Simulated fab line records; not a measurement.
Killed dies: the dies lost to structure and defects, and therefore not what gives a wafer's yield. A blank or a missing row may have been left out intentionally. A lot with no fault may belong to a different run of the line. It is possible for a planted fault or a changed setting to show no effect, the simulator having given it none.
The tool behind it: which one? -- flow n5 finfet -- 33 wafers from 11 lots sampled at 3 of the route's 1938 steps

== WHAT THE GAUGES SHOWED, per wafer ==
N5_PASSIVATION_OVL_MEAS_63. Usual: PAD_OVL typically reads 2 nm, with standard deviation 4.6.
lot,measured,on,PAD_OVL (nm),flag
L491,day 12 05:36,overlay-01,-2 -2 -2,
L493,day 12 22:09,overlay-01,2 -1 5,
L494,day 13 17:23,overlay-02,3 1 6,
L500,day 14 10:59,overlay-02,9 1 -1,
L496,day 14 23:38,overlay-02,4 4 0,
L498,day 15 04:52,overlay-02,-2 0 -3,
L497,day 15 04:10,overlay-01,2 2 7,
L501,day 15 12:49,overlay-01,7 -3 4,
L507,day 16 16:36,overlay-01,0 3 9,
L510,day 17 17:34,overlay-01,6 12 8,
L513,day 17 17:44,overlay-01,6 4 4,

== TOOL THAT RAN EACH LOT (tool first, then ch and the chambers of the sampled wafers, then the start) ==
lot,N5_BEOL_M7_ECD_50,N5_PASSIVATION_STRIP_14
L491,"ecd cu-01 ch 0,1, day 9 08:39","rie diel-02 ch 0,1, day 12 04:36"
L493,"ecd cu-01 ch 0,1, day 9 22:37","rie diel-04 ch 0,1,3, day 12 20:51"
L494,"ecd cu-01 ch 0,1, day 11 04:59","rie diel-02 ch 1,3, day 13 16:22"
L500,"ecd cu-01 ch 0,1, day 11 17:43","rie diel-05 ch 0,2,3, day 14 09:34"
L496,"ecd cu-02 ch 0,1, day 11 20:41","rie diel-04 ch 0,2, day 14 22:16"
L498,"ecd cu-01 ch 0,1, day 12 03:52","rie diel-05 ch 1,3, day 15 03:15"
L497,"ecd cu-01 ch 0,1, day 12 07:41","rie diel-04 ch 1,3, day 15 02:41"
L501,"ecd cu-01 ch 0,1, day 12 16:44","rie diel-05 ch 0,1, day 15 11:38"
L507,"ecd cu-02 ch 0,1, day 13 16:14","rie diel-02 ch 0,1,2, day 16 15:17"
L510,"ecd cu-02 ch 0,1, day 14 22:36","rie diel-05 ch 0,2, day 17 16:21"
L513,"ecd cu-02 ch 0, day 14 23:38","rie diel-04 ch 0,1,3, day 17 16:29"
- N5_BEOL_M7_ECD_50: material Cu, target thk 300 nm.
- N5_PASSIVATION_STRIP_14: strips in O2.

== WHAT THE TOOLS THEMSELVES READ (means of the sampled wafers that have a number; where no wafer has one, the mark that the record gives instead) ==
N5_PASSIVATION_STRIP_14. Usual: drypump motor current A 5.8 A, standard deviation 0.45; oes product au 0.79 a.u., standard deviation 0.1; rf vpp V 3.6 V, standard deviation 0.86; showerhead plenum p Torr 2.10 Torr, standard deviation 0.072; throttle valve pct 16.75 %, standard deviation 0.28.
lot,tool,drypump motor current A (A),oes product au (a.u.),rf vpp V (V),showerhead plenum p Torr (Torr),throttle valve pct (%),flag
L491,rie diel-02,5.9,0.84,2.8,2.17,16.54,
L493,rie diel-04,6.1,0.79,4.0,2.10,16.82,
L494,rie diel-02,5.2,0.77,3.7,2.12,16.77,
L500,rie diel-05,5.5,0.75,3.9,2.06,16.80,
L496,rie diel-04,5.7,0.71,3.8,2.14,16.88,
L498,rie diel-05,6.0,0.68,4.2,2.06,17.19,
L497,rie diel-04,5.9,0.85,3.9,2.14,16.76,
L501,rie diel-05,5.8,0.87,3.5,2.06,16.64,
L507,rie diel-02,5.8,0.82,4.0,2.11,16.57,
L510,rie diel-05,5.4,0.89,3.5,2.04,16.44,
L513,rie diel-04,6.1,0.75,3.4,2.09,16.89,

== THE ANSWER, worked out from the rows above alone ==
Rule: lot off if the mean of its wafers having a number is beyond 3 standard deviations from the usual mean. A lot without any number at a reading at which 4 lots or more have one is off too. Any other lot the step has rows for is counted as sound. Order of review: gauges by route order, followed by the tools' own readings, for which a lot's mean as printed above is used. At the first step where some lot is off, the reading lying furthest off is the one used; lots without a number count as furthest.
Across all readings shown, no lot is off: no conclusion can be drawn from this.

== WHAT WAS PUT IN BY THE SIMULATOR ==
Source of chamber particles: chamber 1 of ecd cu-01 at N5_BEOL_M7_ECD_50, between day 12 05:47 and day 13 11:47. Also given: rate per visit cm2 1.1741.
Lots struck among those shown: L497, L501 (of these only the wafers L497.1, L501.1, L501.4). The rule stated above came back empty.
